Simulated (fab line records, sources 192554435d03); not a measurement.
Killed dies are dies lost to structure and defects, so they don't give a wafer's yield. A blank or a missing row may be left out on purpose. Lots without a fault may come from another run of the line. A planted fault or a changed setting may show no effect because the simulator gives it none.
Chamber matching | flow n5_finfet | N5_BEOL_M10_ETCH_65 on rie_diel-01: 4 sister chambers
The step etches SiARC in CF4, target depth 39 nm, time 65 s. 4 wafers are shown with their chamber, then 7 later ones without.

WAFERS WITH THEIR CHAMBER
wafer  | chamber | throttle_valve_pct (%)
L082.3 | 1       | 15.92
L082.6 | 3       | 15.41
L085.3 | 0       | 15.19
L085.4 | 2       | 15.37

WAFERS WITHOUT THEIR CHAMBER
wafer  | throttle_valve_pct (%)
L085.6 | 15.41
L088.1 | 15.45
L088.3 | 15.43
L088.6 | 15.37
L093.1 | 15.47
L093.2 | 15.39
L093.6 | 15.39

WHICH CHAMBER EACH WENT THROUGH
wafer  | from the rows above     | in truth
L085.6 | can't be placed: 3 or 2 | 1
L088.1 | can't be placed: 3 or 2 | 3
L088.3 | can't be placed: 3 or 2 | 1
L088.6 | can't be placed: 2 or 3 | 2
L093.1 | can't be placed: 3 or 2 | 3
L093.2 | can't be placed: 3 or 2 | 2
L093.6 | can't be placed: 3 or 2 | 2
Placed correctly: 0 of 7. Can't be placed from these rows: 7 (the true chamber is among the candidates in 5). Placed wrongly: 0.
How it was worked out, from the rows above alone: a wafer's distance from a chamber is the root of the sum, over the readings, of the square of ((its reading less the chamber's mean) divided by the reading's scatter). The wafer belongs to the nearest chamber; if the next one is less than 2 further off, it can't be placed. A chamber's mean is the mean of its shown wafers. The scatter: with one shown wafer a chamber, the root of the mean of the squares of how far each hidden wafer lies from its nearest shown one.
